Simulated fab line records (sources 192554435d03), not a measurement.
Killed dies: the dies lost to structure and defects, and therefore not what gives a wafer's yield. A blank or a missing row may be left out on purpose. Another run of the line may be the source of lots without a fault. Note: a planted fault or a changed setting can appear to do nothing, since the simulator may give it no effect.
Split-lot study	flow n5Finfet	on a route of 1938 steps: 7 lots, 21 wafers read

== ON THE SPLIT ==
At N5_BEOL_M7_ILD_DEP_00 (deposits SiCOH lowk from DEMS/porogen, target thk 179.75 nm, time 33.4 s), the setting timeS was moved away from the recipe's 33.4 s on 8 of the 21 wafers read, by -12.5% to +5.4%. This setting was run at the recipe's value on the other wafers.

== FROM SPLIT TO READING: 1 step shown by the file between the two ==
- N5_BEOL_M7_CURE_74: cures SiCOH lowk, time 240 s

== THE READING ==
At N5_BEOL_M7_THK_MEAS_01: M7_ILD_THK, given in nm. A value of 155.3 nm with a standard deviation of 2.2 nm is what fault-free wafers of this fab line usually give.

wafer	tool, chamber at the split	timeS as run, s	against the recipe	M7_ILD_THK, nm	against lot-mates on the recipe
L078.2	pecvd-04, 0	33.4	recipe	150.3	-
L078.4	pecvd-04, 1	33.4	recipe	154.3	-
L078.5	pecvd-04, 2	33.4	recipe	158.3	-
L082.3	pecvd-01, 1	30.91	-7.5%	142.9	no lot-mate on the recipe
L082.4	pecvd-01, 2	30.91	-7.5%	143.7	no lot-mate on the recipe
L082.5	pecvd-01, 0	30.91	-7.5%	145.0	no lot-mate on the recipe
L087.2	pecvd-04, 2	35.22	+5.4%	163.8	no lot-mate on the recipe
L087.3	pecvd-04, 0	35.22	+5.4%	159.8	no lot-mate on the recipe
L087.6	pecvd-04, 0	35.22	+5.4%	162.9	no lot-mate on the recipe
L089.2	pecvd-01, 1	33.4	recipe	155.6	-
L089.3	pecvd-01, 0	33.4	recipe	154.5	-
L089.5	pecvd-01, 2	33.4	recipe	156.5	-
L088.1	pecvd-02, 1	33.4	recipe	151.6	-
L088.2	pecvd-02, 0	29.21	-12.5%	133.3	-18.8
L088.3	pecvd-02, 2	33.4	recipe	152.5	-
L092.1	pecvd-04, 1	33.4	recipe	156.4	-
L092.2	pecvd-04, 0	33.4	recipe	151.1	-
L092.5	pecvd-04, 2	30.19	-9.6%	143.1	-10.7
L095.1	pecvd-02, 0	33.4	recipe	155.1	-
L095.4	pecvd-02, 0	33.4	recipe	158.7	-
L095.6	pecvd-02, 2	33.4	recipe	156.6	-

THE FIT
A straight line over all 21 wafers: M7_ILD_THK changes by +1.47 nm for each +1% of timeS; r = +0.95; the points scatter about the line by 2.4 nm.
The same after taking each lot's own level away (the mean of its wafers on the recipe; 15 wafers): +1.36 nm for each +1%; r = +0.93; scatter 2.2 nm.
That fit puts the effect of the largest move of timeS on the reading at 17 nm.
Measured against the standard deviation above, the lots' own levels, which go from 152.05 to 156.80 nm, span 2.2 times it.
The two slopes agree, so the slope changes little with the lot-to-lot level.
Check: for one of the wafers moved furthest among these (-12.5%), held out of the fit, the line's prediction against its lot-mates is -13.9 nm. Against them it came out at -18.8 nm.

== THE WHOLE CHAIN: every reading that the file lists as answering this split, in the file's order ==
step	what it does	reading	change (the file's fit)	r (the file's)
N5_BEOL_M7_ILD_DEP_00	deposits SiCOH lowk from DEMS/porogen, target thk 179.75 nm, time 33.4 s	SiCOH_lowk_of_BEOL_M7_ILD_DEP_00.thkNm (the simulator's own value, which no gauge read)	+1.56 nm for each +1% of the setting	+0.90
N5_BEOL_M7_CURE_74	cures SiCOH lowk, time 240 s	SiCOH_lowk_of_BEOL_M7_ILD_DEP_00.thkNm (the simulator's own value, which no gauge read)	+1.36 nm for each +1% of the setting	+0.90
N5_BEOL_M7_THK_MEAS_01		M7_ILD_THK	+1.35 for each +1% of the setting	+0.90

== FILE'S OWN FIT ==
M7_ILD_THK changes by +1.35 nm for each +1% of timeS, r = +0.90.
